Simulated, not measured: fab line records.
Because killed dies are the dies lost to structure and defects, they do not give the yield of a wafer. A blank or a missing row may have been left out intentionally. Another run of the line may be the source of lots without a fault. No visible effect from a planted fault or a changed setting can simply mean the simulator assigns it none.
Code-filled problem report in 8D (eight disciplines) form | flow nandHarc | the parts of the form that need people (team, actions taken, sign-off) are left out

== 1. THE ISSUE ==
Mean of killedAtPeriphery at NHARC_END_SORT_01: 646.3 across 6 wafers in 2 lots; on wafers with no fault it is 3.3 (standard deviation 2.3). So: +99 or more standard deviations from the usual mean.
First observed at day 22 21:15: wafer L711.1, on prober-01. The record has a number at this step for 6 wafers belonging to 2 lots. The rule behind "out" and "out of limits": a value lying over 4 standard deviations away from the usual mean. The rest of the wafers with a number are treated as sound.

== 2. WHAT IT IS; WHAT IT IS NOT ==
question                    | is                            | is not
which readings at this step | killedAtPeriphery, killedDies | killedAtArray, killedOpen, killedShort
which lots                  | L711, L716                    | -
which wafers of those lots  | all that have a number        | -
read on which gauges        | prober-01                     | -
when                        | from day 22 21:15             | up to then (0 sound wafers)

== 3. WHAT RULES OUT EACH SUSPECT ==
Counting: a tool at any process step up to the reading remains a suspect when it ran all the lots that are out and ran no sound lot after the first of those.
- the gauge at NHARC_END_SORT_01: kept. All the wafers that are out were read on prober-01, and no step on other tools shows them out.
- krfScanner-01 at NHARC_P_GATE_EXPOSE_08 (exposes mask P HV): kept. It ran every lot that is out, first L711 (day 7 08:46), and no sound lot after that.
- plasmaAsher-02 at NHARC_THIN_TSV_STRIP_62 (strips in N2/H2, time 20 s): kept. It ran every lot that is out, first L711 (day 22 02:48), and no sound lot after that.
- plasmaAsher-02 at NHARC_THIN_TSV_STRIP_56 (strips in O2): kept. It ran every lot that is out, first L711 (day 22 08:26), and no sound lot after that.
Left after counting: krfScanner-01 at NHARC_P_GATE_EXPOSE_08, plasmaAsher-02 at NHARC_THIN_TSV_STRIP_62, plasmaAsher-02 at NHARC_THIN_TSV_STRIP_56, prober-01 at NHARC_END_SORT_01.

== 4. THE CAUSE (what the simulator had put in) ==
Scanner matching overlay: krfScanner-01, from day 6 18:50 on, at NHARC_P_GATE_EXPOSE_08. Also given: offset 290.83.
Of the 4 suspects that counting leaves, this tool is one.

== 5. SEQUENCE OF EFFECTS, ordered by route ==
Each row: a reading where the mean over the struck wafers with a number is more than 3 standard deviations away from the usual. Only readings whose record carries a usual standard deviation are examined. hours: median over the lots of the time between each lot's start at the first step of this table that gives one and its start at this step. sigmas: the change, counted in usual standard deviations.
hours | step              | reading           | usual | on struck wafers | change | sigmas
0     | NHARC_END_SORT_01 | killedAtPeriphery | 3.3   | 646.3            | +643.0 | +99 or more
0     | NHARC_END_SORT_01 | killedDies        | 32    | 677              | +645   | +69

== 6. WHAT WOULD HAVE CAUGHT IT SOONER ==
386 hours passed between the start of the fault at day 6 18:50 and the first reading out of limits at a measuring or inspecting step in this record, taken at day 22 21:15.
All the lots that are out (2) had begun NHARC_P_GATE_EXPOSE_08 on krfScanner-01 by day 22 21:15. A hold on the tool at that time would have spared none of them.
